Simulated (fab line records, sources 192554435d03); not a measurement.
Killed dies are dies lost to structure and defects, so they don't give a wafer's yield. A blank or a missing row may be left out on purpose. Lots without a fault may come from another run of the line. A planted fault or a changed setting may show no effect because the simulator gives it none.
Split-lot experiment | flow n5_finfet | 7 lots, 21 wafers read, on a route of 1938 steps

THE SPLIT
At N5_BEOL_M13_TRENCH_ETCH_34 (etches SiOC in C4F8/O2/Ar, target depth 413.47 nm, time 162.6 s), the setting time_s was moved away from the recipe's 162.6 s on 7 of the 21 wafers read, by -8.3% to +18.5%. The other wafers ran this setting at the recipe's value.

FROM THE SPLIT TO THE READING: what the file shows between them, 10 steps
- N5_BEOL_M13_STRIP_70: strips in C4F8/O2/Ar
- N5_BEOL_M13_OCD_MEAS_35
- N5_BEOL_M13_STRIP_37: strips in N2/H2
- N5_BEOL_M13_ETCH_38: etches SiCN in CF4/N2, target depth 67.5 nm, time 71.9 s
- N5_BEOL_M13_ECD_47: material Cu, target thk 936 nm
- N5_BEOL_M13_ANNEAL_48: time 90 s
- N5_BEOL_M13_CMP_49: polishes, stops on SiOC, t overpolish 17.1 s, target thk 420 nm
- N5_BEOL_M13_THK_MEAS_50: measures by xrf
- N5_BEOL_M13_PRE_CLEAN_52: time 15 s
- N5_BEOL_M13_DEP_53: deposits SiCN from 3MS/NH3, target thk 50 nm, time 17.8 s

THE READING
M13_RS, in ohm/sq, at N5_BEOL_M13_RS_MEAS_54 (measures by four-point-probe). Fault-free wafers of this fab line usually give 0.0449 ohm/sq, standard deviation 0.00091 ohm/sq.

wafer  | tool, chamber at the split | time_s as run, s | against the recipe | M13_RS, ohm/sq | against lot-mates on the recipe
L077.1 | rie_diel-06, 0             | 162.6            | recipe             | 0.0461         | -
L077.2 | rie_diel-06, 3             | 162.6            | recipe             | 0.0453         | -
L077.3 | rie_diel-06, 1             | 162.6            | recipe             | 0.0456         | -
L082.2 | rie_diel-06, 0             | 174.1            | +7.1%              | 0.0437         | -0.0022
L082.3 | rie_diel-06, 2             | 174.1            | +7.1%              | 0.0426         | -0.0033
L082.6 | rie_diel-06, 2             | 162.6            | recipe             | 0.0459         | -
L084.3 | rie_diel-02, 0             | 149.1            | -8.3%              | 0.0489         | +0.0044
L084.5 | rie_diel-02, 0             | 149.1            | -8.3%              | 0.0491         | +0.0046
L084.6 | rie_diel-02, 1             | 162.6            | recipe             | 0.0445         | -
L085.1 | rie_diel-06, 3             | 162.6            | recipe             | 0.0444         | -
L085.5 | rie_diel-06, 0             | 162.6            | recipe             | 0.0450         | -
L085.6 | rie_diel-06, 3             | 162.6            | recipe             | 0.0440         | -
L087.2 | rie_diel-06, 1             | 162.6            | recipe             | 0.0446         | -
L087.3 | rie_diel-06, 2             | 162.6            | recipe             | 0.0454         | -
L087.6 | rie_diel-06, 1             | 162.6            | recipe             | 0.0443         | -
L089.2 | rie_diel-02, 0             | 162.6            | recipe             | 0.0454         | -
L089.5 | rie_diel-02, 2             | 173.5            | +6.7%              | 0.0416         | -0.0038
L089.6 | rie_diel-02, 3             | 173.5            | +6.7%              | 0.0415         | -0.0039
L093.2 | rie_diel-02, 2             | 162.6            | recipe             | 0.0444         | -
L093.3 | rie_diel-02, 3             | 162.6            | recipe             | 0.0442         | -
L093.6 | rie_diel-02, 1             | 192.6            | +18.5%             | 0.0368         | -0.0075

THE FIT
A straight line over all 21 wafers: M13_RS changes by -0.000437 ohm/sq for each +1% of time_s; r = -0.96; the points scatter about the line by 0.00074 ohm/sq.
The same after taking each lot's own level away (the mean of its wafers on the recipe; 21 wafers): -0.000458 ohm/sq for each +1%; r = -0.98; scatter 0.00054 ohm/sq.
On that fit, the largest move of time_s shifts the reading by 0.0085 ohm/sq.
The lots' own levels span 0.04430 to 0.04590 ohm/sq, that is 1.8 times the standard deviation above.
So the lot-to-lot level changes the slope little: the two slopes agree.
Check: with one of the wafers moved furthest among these (+18.5%) left out of the fit, the line predicts -0.00928 ohm/sq for it against its lot-mates. It came out at -0.0075 ohm/sq against them.

OTHER SPLITS ON THESE WAFERS
These wafers also went through other splits before the reading. Each is held against what the fit with the lots' levels taken away leaves over:
other split on the same wafers | wafers away from the commonest value | r with M13_RS (lot level and that fit taken away)
N5_BEOL_M11_EXPOSE_25 dose_mj  | 8                                    | +0.08
N5_BEOL_M12_EXPOSE_07 dose_mj  | 7                                    | -0.01
N5_BEOL_M13_EXPOSE_25 dose_mj  | 6                                    | -0.07

THE WHOLE CHAIN: every reading that the file lists as answering this split, in the file's order
step                       | what it does                                                    | reading                                                                       | change (the file's fit)               | r (the file's)
N5_BEOL_M13_TRENCH_ETCH_34 | etches SiOC in C4F8/O2/Ar, target depth 413.47 nm, time 162.6 s | etch.depth_nm (the simulator's own value, which no gauge read)                | +4.46 nm for each +1% of the setting  | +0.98
N5_BEOL_M13_OCD_MEAS_35    |                                                                 | trench_depth_nm                                                               | +4.48 nm for each +1% of the setting  | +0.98
N5_BEOL_M13_CMP_49         | polishes, stops on SiOC, t overpolish 17.1 s, target thk 420 nm | Cu_of_BEOL_M13_ECD_47.thk_nm (the simulator's own value, which no gauge read) | +4.53 nm for each +1% of the setting  | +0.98
N5_BEOL_M13_THK_MEAS_50    | measures by xrf                                                 | M13_THK                                                                       | +4.56 for each +1% of the setting     | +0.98
N5_BEOL_M13_RS_MEAS_54     | measures by four-point-probe                                    | M13_RS                                                                        | -0.000436 for each +1% of the setting | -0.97

THE FILE'S OWN FIT
M13_RS changes by -0.000436 ohm/sq for each +1% of time_s, r = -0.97.
